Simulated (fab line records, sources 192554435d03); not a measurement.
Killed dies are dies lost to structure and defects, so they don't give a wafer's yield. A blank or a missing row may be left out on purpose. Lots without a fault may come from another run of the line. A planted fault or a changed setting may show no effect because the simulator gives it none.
Which tool did it? | flow n5_finfet | 13 lots, 39 wafers sampled, at 2 steps of a route of 1938

WHAT THE GAUGES READ, wafer by wafer
N5_PASSIVATION_CD_MEAS_44: target cd 40000 nm.
lot  | measured     | on        | cd_nm (nm)
L435 | day 11 21:11 | cd_sem-01 | 40007 40004 40007
L438 | day 12 03:21 | cd_sem-03 | 40000 39999 39999
L437 | day 12 02:41 | cd_sem-03 | 39993 39997 39993
L439 | day 12 14:35 | cd_sem-02 | 39999 39997 40002
L441 | day 12 21:56 | cd_sem-03 | 39997 40003 40001
L440 | day 13 01:41 | cd_sem-02 | 39996 39996 39999
L442 | day 13 07:15 | cd_sem-02 | 40001 40002 39999
L443 | day 13 06:38 | cd_sem-03 | 40006 40002 40007
L447 | day 14 18:15 | cd_sem-02 | 40001 40003 40003
L446 | day 14 15:59 | cd_sem-03 | 39997 40001 39999
L452 | day 15 17:09 | cd_sem-01 | 39993 39997 39992
L454 | day 16 06:54 | cd_sem-03 | 40000 40003 39998
L457 | day 18 10:44 | cd_sem-01 | 39998 40000 40002

WHICH TOOL RAN EACH LOT (tool, then ch and the chambers of the sampled wafers, then the start)
lot  | N5_BEOL_M6_TRENCH_ETCH_37
L435 | rie_diel-02 ch 1,2, day 8 18:26
L438 | rie_diel-03 ch 1,2,3, day 8 22:23
L437 | rie_diel-01 ch 1,2,3, day 8 22:26
L439 | rie_diel-02 ch 1,2,3, day 9 12:13
L441 | rie_diel-03 ch 1,2, day 9 17:01
L440 | rie_diel-01 ch 1,3, day 9 19:10
L442 | rie_diel-03 ch 0,2, day 9 22:05
L443 | rie_diel-02 ch 0,2, day 10 04:09
L447 | rie_diel-03 ch 0,3, day 11 05:34
L446 | rie_diel-03 ch 1,3, day 11 08:39
L452 | rie_diel-03 ch 0,1,2, day 12 10:52
L454 | rie_diel-03 ch 0,1,2, day 13 02:58
L457 | rie_diel-01 ch 0,1,2, day 14 22:46
- N5_BEOL_M6_TRENCH_ETCH_37: etches SiCOH lowk in C4F6/O2, target depth 94.435 nm, time 31.5 s.

WHAT THE TOOLS THEMSELVES READ (means of the sampled wafers that have a number; where no wafer has one, the mark that the record gives instead)
N5_BEOL_M6_TRENCH_ETCH_37.
lot  | tool        | drypump_motor_current_A (A) | oes_product_au (a.u.) | rf_vpp_V (V) | showerhead_plenum_p_Torr (Torr) | throttle_valve_pct (%)
L435 | rie_diel-02 | 5.1                         | 0.77                  | 661          | 2.77                            | 20.93
L438 | rie_diel-03 | 6.2                         | 0.70                  | 665          | 2.82                            | 20.97
L437 | rie_diel-01 | 5.9                         | 0.83                  | 659          | 2.88                            | 20.65
L439 | rie_diel-02 | 5.5                         | 0.80                  | 663          | 2.83                            | 20.99
L441 | rie_diel-03 | 6.2                         | 0.71                  | 670          | 2.78                            | 20.83
L440 | rie_diel-01 | 6.0                         | 0.85                  | 660          | 2.85                            | 20.68
L442 | rie_diel-03 | 6.4                         | 0.80                  | 671          | 2.73                            | 20.67
L443 | rie_diel-02 | 5.5                         | 0.83                  | 660          | 2.88                            | 20.75
L447 | rie_diel-03 | 6.3                         | 0.94                  | 662          | 2.80                            | 20.75
L446 | rie_diel-03 | 6.1                         | 0.88                  | 660          | 2.85                            | 20.92
L452 | rie_diel-03 | 6.2                         | 0.76                  | 669          | 2.80                            | 20.71
L454 | rie_diel-03 | 6.2                         | 0.75                  | 668          | 2.79                            | 20.72
L457 | rie_diel-01 | 5.9                         | 0.79                  | 653          | 2.82                            | 20.64

THE ANSWER, worked out from the rows above alone
Rule: what is usual is taken from the lots themselves. Put in order of their means at a reading, lots are off if they are a third of the lots or fewer, leave a main group of 4 or more, and stand apart from it by a gap of 3 or more times the standard deviation of the main group's means; of several such gaps the widest counts. A main group whose means are all the same, to the digits that the tables above print for the reading, isn't used. A lot without any number at a reading at which 4 lots or more have one is off too. The other lots that the step has rows for count as sound. The gauges are gone through in route order, then the tools' own readings, and for those a lot's mean is taken as printed above. The first step at which some lot is off is used, and at that step the reading that is off furthest; a lot without a number counts as furthest.
No lot is off at any reading shown: from this, nothing can be told.

WHAT THE SIMULATOR HAD PUT IN
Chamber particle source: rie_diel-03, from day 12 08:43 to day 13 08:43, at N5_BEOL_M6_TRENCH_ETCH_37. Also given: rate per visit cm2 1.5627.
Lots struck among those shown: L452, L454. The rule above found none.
